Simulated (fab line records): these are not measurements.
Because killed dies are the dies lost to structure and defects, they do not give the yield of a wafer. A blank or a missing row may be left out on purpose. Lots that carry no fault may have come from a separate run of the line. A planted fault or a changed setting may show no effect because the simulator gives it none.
Comparing a struck lot with a sound one	flow n5 finfet	16 out of 1938 route steps
Sound: these wafers, L744.1, L744.2, L744.5. Wafers L749.2, L749.5, L749.6 were the ones struck. At the end, the cause is stated.
At each step with rows: each side's tool, then ch and its chambers, then its first start. Under that, the readings that differ: sound wafers	struck wafers	difference of the means	sigmas: that difference in standard deviations of wafers without a fault.
alike: readings with means less than 2 such deviations apart, plus words and numbers identical on both sides. not compared: withheld readings, readings lacking a value on some wafer, bounds such as >300 that could conceal the same value, and numbers that have no deviation in the record and whose values overlap.
A row with sigmas, a row that says differs or no value, or rows on one side alone: a step with any of these is where the two part. When numbers do not overlap yet have no deviation, they are printed without sigmas and do not part them. A reading that every wafer of one side lacks parts them only if that side has two wafers or more.

first, 6 steps without rows for these wafers: N5_BEOL_M4_CVD_47 (deposits Co from CCTBA/H2, target thk 3 nm, time 223.8 s); N5_BEOL_M4_SPUTTER_48 (material Cu, target thk 4.5 nm, time 8.29 s); N5_BEOL_M4_ANNEAL_49 (time 240 s); N5_BEOL_M4_SPUTTER_79 (material Cu, target thk 4.5 nm, time 8.29 s); N5_BEOL_M4_ANNEAL_80 (time 240 s); N5_BEOL_M4_SPUTTER_81 (material Cu, target thk 4.5 nm, time 8.29 s).
N5_BEOL_M4_ANNEAL_82: time 240 s.
  sound: pvd sputter-03 at day 11 19:24; struck: pvd sputter-02 at day 13 03:06
  alike: heater power w, susceptor temp C
then, 1 step without rows for these wafers: N5_BEOL_M4_SPUTTER_86 (material Cu, target thk 4.5 nm, time 8.29 s).
N5_BEOL_M4_ANNEAL_87: time 240 s.
  sound: pvd sputter-03 at day 11 19:37; struck: pvd sputter-02 at day 13 03:19
  alike: heater power w, susceptor temp C
then, 1 step without rows for these wafers: N5_BEOL_M4_SPUTTER_88 (material Cu, target thk 4.5 nm, time 8.29 s).
N5_BEOL_M4_ANNEAL_89: time 240 s.
  sound: pvd sputter-03 at day 11 19:50; struck: pvd sputter-02 at day 13 03:32
  alike: heater power w, susceptor temp C
N5_BEOL_M4_SPUTTER_90: material Cu, target thk 4.5 nm, time 8.29 s.
  sound: pvd sputter-03 at day 11 19:59; struck: pvd sputter-02 at day 13 03:41
  alike: throttle valve pct
N5_BEOL_M4_ANNEAL_91: time 240 s.
  sound: pvd sputter-03 at day 11 20:04; struck: pvd sputter-02 at day 13 03:46
  no value came back on the struck wafers for heater power w (W), susceptor temp C (C); on the sound wafers heater power w (W) reads 819 735 821
N5_BEOL_M4_SPUTTER_92: material Cu, target thk 4.5 nm, time 8.29 s.
  sound: pvd sputter-03 at day 11 20:12; struck: pvd sputter-02 at day 13 03:54
  alike: throttle valve pct
N5_BEOL_M4_RC_MEAS_101:
  sound on prober-01 ch 0, day 11 22:21; struck on prober-02 ch 0, day 13 05:37
reading	sound	struck	difference	sigmas
IOFF_N (nA/um)	0.20 0.24 0.32	0.19 0.15 0.13	-0.10	-2
IOFF_P (nA/um)	0.25 0.28 0.38	0.23 0.21 0.19	-0.09	-2
  alike: DIBL_N, DIBL_P, ION_N, ION_P, SS_N, SS_P, VT_N, VT_P
after that, 1 step had no rows for these wafers: N5_PASSIVATION_PROBE_49.

## WHERE THEY PART
Earliest at N5_BEOL_M4_ANNEAL_91; latest, in this record, at N5_BEOL_M4_RC_MEAS_101.

WHY: the cause the simulator had injected
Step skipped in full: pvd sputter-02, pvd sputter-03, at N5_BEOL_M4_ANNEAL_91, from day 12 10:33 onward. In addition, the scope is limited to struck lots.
